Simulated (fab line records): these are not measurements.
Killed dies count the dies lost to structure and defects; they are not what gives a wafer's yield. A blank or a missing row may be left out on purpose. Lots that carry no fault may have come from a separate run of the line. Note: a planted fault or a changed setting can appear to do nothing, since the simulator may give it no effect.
A lot that was struck, set against a sound lot	flow n5 finfet	15 steps out of a route of 1938
Sound: these wafers, L425.1, L425.2, L425.4. Struck: wafer L429.2. (L429.4, L429.5 of the same lot were not struck and are left out.) The cause comes at the end.
Per side, at each step with rows, come the tool, then ch with its chambers, and then its first start. Under that, the readings that differ: sound wafers	struck wafers	difference of the means	sigmas: that difference in standard deviations of wafers without a fault.
alike: words and numbers the same on both sides, and readings whose means are apart by under 2 such deviations; not compared: readings that were withheld, readings missing a value for some wafer, numbers with overlapping values and no deviation given by the record, and bounds like >300 which may hide the same value.
Wherever a step has rows on one side only, a row that says differs or no value, or a row with sigmas, the two part there. Numbers that don't overlap but have no deviation are shown without sigmas and don't part them. A reading that every wafer of one side lacks parts them only if that side has two wafers or more.

N5_BEOL_M0_ANNEAL_135: time 60 s.
  sound on pvd sputter-01 at day 7 13:12; struck on pvd sputter-03 at day 8 16:34
  alike: heater power w
then, 2 steps without rows for these wafers: N5_BEOL_M0_SPUTTER_141 (material Cu, target thk 4 nm, time 7.37 s); N5_BEOL_M0_ECD_118 (material Cu, target thk 300 nm).
N5_BEOL_M0_ANNEAL_119: time 90 s.
  sound on rtp anneal-02 ch 0, day 7 13:26; struck on rtp anneal-02 ch 0, day 8 17:01
  alike: wafer_temp_C_max
N5_BEOL_M0_CMP_120: polishes, stops on SiOC, t overpolish 6.9 s.
  sound on cmp-01 ch 0,1,2, day 7 13:45; struck on cmp-01 ch 2, day 8 17:19
  alike: barrier field endpoint s, clearing platen down force psi, motor current A, overpolish run s, time to endpoint s
N5_BEOL_M0_PRE_CLEAN_131: time 15 s.
  sound on cvd co-01 ch 0,1,2, day 7 14:05; struck on cvd co-02 ch 1, day 8 17:40
  alike: heater power w
  not compared: since wet clean h
then, 2 steps without rows for these wafers: N5_BEOL_M0_CO_CAP_123 (material Co, precursor CCTBA/H2, target thk 2 nm, time 102.1 s); N5_BEOL_M0_PRE_CLEAN_124 (time 15 s).
N5_BEOL_M0_DEP_125: deposits SiCN from 3MS/NH3, target thk 8 nm, time 14 s.
  sound on pecvd-03 ch 1,2, day 7 14:14; struck on pecvd-04 ch 0, day 8 17:49
reading	sound	struck	difference	sigmas
showerhead plenum p Torr (Torr)	3.640 3.641 3.640	3.678	+0.038	+3
  alike: showerhead vpp V, throttle valve pct
  not compared: since wet clean h
N5_BEOL_M0_RS_MEAS_126: measurement is done with a four-point probe.
  sound on film metro-01 at day 7 14:19; struck on film metro-01 at day 8 17:53
  alike: M0_RS
N5_BEOL_M0_INSPECT_127: inspects for defects (darkfield).
  sound on defect inspect-01 at day 7 14:20; struck on defect inspect-01 at day 8 17:55
  alike: raw defect count
N5_BEOL_M1_ILD_DEP_00: deposits SiOC from DEMS/O2, target thk 79 nm, time 15.3 s.
  sound on pecvd-04 ch 0,1, day 7 14:22; struck on pecvd-02 ch 0, day 8 17:56
reading	sound	struck	difference	sigmas
susceptor temp C (C)	349.94 350.32 350.54	346.78	-3.49	-16
  alike: heater power w, showerhead plenum p Torr, showerhead vpp V, throttle valve pct
  not compared: since wet clean h
N5_BEOL_M1_THK_MEAS_01:
  sound on film metro-01 at day 7 14:26; struck on film metro-01 at day 8 18:01
  alike: M1_ILD_THK
N5_BEOL_M4_RC_MEAS_101:
  sound on prober-02 ch 0, day 9 09:44; struck on prober-02 ch 0, day 10 10:36
reading	sound	struck	difference	sigmas
SS_N (mV/dec)	72.1 72.0 72.1	70.7	-1.4	-2
  alike: DIBL_N, DIBL_P, IOFF_N, IOFF_P, ION_N, ION_P, SS_P, VT_N, VT_P
-- a jump in the record: the struck wafers' starts before and after are 4 days apart (it breaks off in module BEOL_M4 and resumes in module PASSIVATION, where the first step shown is number 1936 of the route) --
N5_PASSIVATION_PROBE_49:
  record: rows for the struck wafers here (prober-01, day 14 07:39), none for the sound ones

## WHERE THEY PART
First at N5_BEOL_M0_DEP_125; last, within this record, at N5_PASSIVATION_PROBE_49.

WHY: the cause the simulator had injected
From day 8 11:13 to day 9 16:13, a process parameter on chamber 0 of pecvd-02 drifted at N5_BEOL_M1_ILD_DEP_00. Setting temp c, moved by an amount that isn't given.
